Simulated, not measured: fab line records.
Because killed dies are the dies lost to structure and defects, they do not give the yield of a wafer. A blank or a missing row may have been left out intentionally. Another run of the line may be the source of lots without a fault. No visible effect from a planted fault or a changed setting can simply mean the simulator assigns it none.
What tool caused it? -- flow n5-finfet -- 9 lots with 27 wafers sampled at 5 steps, on a route of 1938 steps

== WHAT EACH GAUGE READ, for each wafer ==
N5_BEOL_M12_RS_MEAS_54: measurement is done with a four-point probe.
lot,measured,on,M12_RS (ohm/sq)
L589,day 11 22:36,film-metro-02,0.0614 0.0620 0.0618
L590,day 12 05:35,film-metro-01,0.0601 0.0612 0.0600
L595,day 13 15:34,film-metro-02,0.0608 0.0624 0.0618
L597,day 14 15:52,film-metro-02,0.0602 0.0605 0.0605
L602,day 15 14:40,film-metro-01,0.0610 0.0623 0.0611
L606,day 16 19:45,film-metro-01,0.0593 0.0599 0.0596
L605,day 17 03:14,film-metro-02,0.0596 0.0599 0.0597
L608,day 17 03:53,film-metro-02,0.0588 0.0591 0.0583
L607,day 17 14:58,film-metro-01,0.0612 0.0598 0.0590

N5_BEOL_M13_THK_MEAS_01.
lot,measured,on,M13_ILD_THK (nm)
L589,day 11 22:49,film-metro-01,826 834 846
L590,day 12 05:48,film-metro-01,837 830 841
L595,day 13 15:47,film-metro-02,826 680 686
L597,day 14 16:05,film-metro-02,684 817 690
L602,day 15 14:52,film-metro-02,827 838 848
L606,day 16 19:58,film-metro-02,837 841 852
L605,day 17 03:27,film-metro-01,834 842 842
L608,day 17 04:07,film-metro-01,829 821 839
L607,day 17 15:14,film-metro-01,818 838 848

== EACH LOT AND THE TOOL THAT RAN IT (in order: tool; ch and the chambers of the sampled wafers; start) ==
lot,N5_BEOL_M12_ETCH_67,N5_BEOL_M12_DEGAS_41,N5_BEOL_M13_ILD_DEP_00
L589,"rie-diel-02 ch 0,2, day 11 15:44","pvd-sputter-02, day 11 20:37","pecvd-04 ch 0,1, day 11 22:40"
L590,"rie-diel-04 ch 0,2,3, day 12 02:14","pvd-sputter-02, day 12 04:22","pecvd-02 ch 1,2, day 12 05:39"
L595,"rie-diel-02 ch 0,3, day 13 12:26","pvd-sputter-01, day 13 14:19","pecvd-04 ch 0,1,2, day 13 15:38"
L597,"rie-diel-05 ch 0,2,3, day 14 13:01","pvd-sputter-03, day 14 14:11","pecvd-04 ch 0,1,2, day 14 15:56"
L602,"rie-diel-02 ch 0,1,3, day 15 11:47","pvd-sputter-02, day 15 13:26","pecvd-01 ch 0,1,2, day 15 14:43"
L606,"rie-diel-05 ch 0,1, day 16 13:17","pvd-sputter-02, day 16 18:32","pecvd-02 ch 0,1,2, day 16 19:49"
L605,"rie-diel-05 ch 1,2,3, day 16 21:49","pvd-sputter-02, day 17 02:00","pecvd-04 ch 0,1,2, day 17 03:18"
L608,"rie-diel-04 ch 0,2, day 16 22:25","pvd-sputter-02, day 17 02:40","pecvd-04 ch 0,1,2, day 17 03:58"
L607,"rie-diel-02 ch 0,1,2, day 17 11:19","pvd-sputter-03, day 17 13:43","pecvd-01 ch 0, day 17 15:01"
- N5_BEOL_M12_ETCH_67: etches SiARC in CF4, target depth 143 nm, time 238.3 s.
- N5_BEOL_M12_DEGAS_41: time 60 s.
- N5_BEOL_M13_ILD_DEP_00: deposits SiOC from DEMS/O2, target thk 837.92 nm, time 166.4 s.

== WHAT THE TOOLS THEMSELVES READ (means of the sampled wafers that have a number; where no wafer has one, the mark that the record gives instead) ==
N5_BEOL_M12_ETCH_67.
lot,tool,drypump-motor-current-A (A),etch-rf-on-time-s (s),oes-product-au (a.u.),rf-vpp-V (V),showerhead-plenum-p-Torr (Torr),throttle-valve-pct (%)
L589,rie-diel-02,6.1,239,0.65,184.5,2.16,15.48
L590,rie-diel-04,5.8,236,0.73,183.7,2.13,15.40
L595,rie-diel-02,5.8,239,0.64,183.5,2.08,15.55
L597,rie-diel-05,5.8,239,0.72,184.5,2.18,15.56
L602,rie-diel-02,5.6,243,0.66,182.5,2.11,15.52
L606,rie-diel-05,5.8,235,0.69,183.8,2.06,15.54
L605,rie-diel-05,5.8,238,0.70,184.5,2.17,15.66
L608,rie-diel-04,5.5,230,0.75,183.5,2.09,15.39
L607,rie-diel-02,5.7,235,0.71,185.3,2.21,15.43

N5_BEOL_M12_DEGAS_41.
lot,tool,heater-power-w (W)
L589,pvd-sputter-02,319
L590,pvd-sputter-02,347
L595,pvd-sputter-01,301
L597,pvd-sputter-03,343
L602,pvd-sputter-02,322
L606,pvd-sputter-02,322
L605,pvd-sputter-02,345
L608,pvd-sputter-02,345
L607,pvd-sputter-03,329

N5_BEOL_M13_ILD_DEP_00.
lot,tool,heater-power-w (W),showerhead-plenum-p-Torr (Torr),throttle-valve-pct (%)
L589,pecvd-04,488,5.686,12.6
L590,pecvd-02,616,5.688,11.7
L595,pecvd-04,446,5.690,11.9
L597,pecvd-04,445,5.695,11.7
L602,pecvd-01,486,5.691,11.7
L606,pecvd-02,581,5.698,12.3
L605,pecvd-04,468,5.691,12.1
L608,pecvd-04,451,5.691,11.9
L607,pecvd-01,462,5.693,11.9

== THE ANSWER, worked out from the rows above alone ==
Rule: what is usual is taken from the lots themselves. The widest of any qualifying gaps counts: lots, ordered by their means at a reading, are off when they make up no more than a third of the lots, leave a main group of 4 or more, and stand apart from it by 3 or more times the standard deviation of that group's means. Not used: any main group whose means are identical at the precision the tables above print for the reading. A lot without any number at a reading at which 4 lots or more have one is off too. Any other lot the step has rows for is counted as sound. First the gauges in route order, then the tools' own readings, where a lot's mean is used as printed above. The first step at which some lot is off is used, and at that step the reading that is off furthest; a lot without a number counts as furthest.
Off: L595, L597, at N5_BEOL_M13_THK_MEAS_01 (M13_ILD_THK). Main group: mean 837 nm, sd 3.9.
A tool fits if, at a process step before that reading, it ran every lot that is off, and no sound lot after the first of them. The gauges at N5_BEOL_M13_THK_MEAS_01 are tried like those tools. Not one of the candidates tried fits.

== WHAT WAS PUT IN BY THE SIMULATOR ==
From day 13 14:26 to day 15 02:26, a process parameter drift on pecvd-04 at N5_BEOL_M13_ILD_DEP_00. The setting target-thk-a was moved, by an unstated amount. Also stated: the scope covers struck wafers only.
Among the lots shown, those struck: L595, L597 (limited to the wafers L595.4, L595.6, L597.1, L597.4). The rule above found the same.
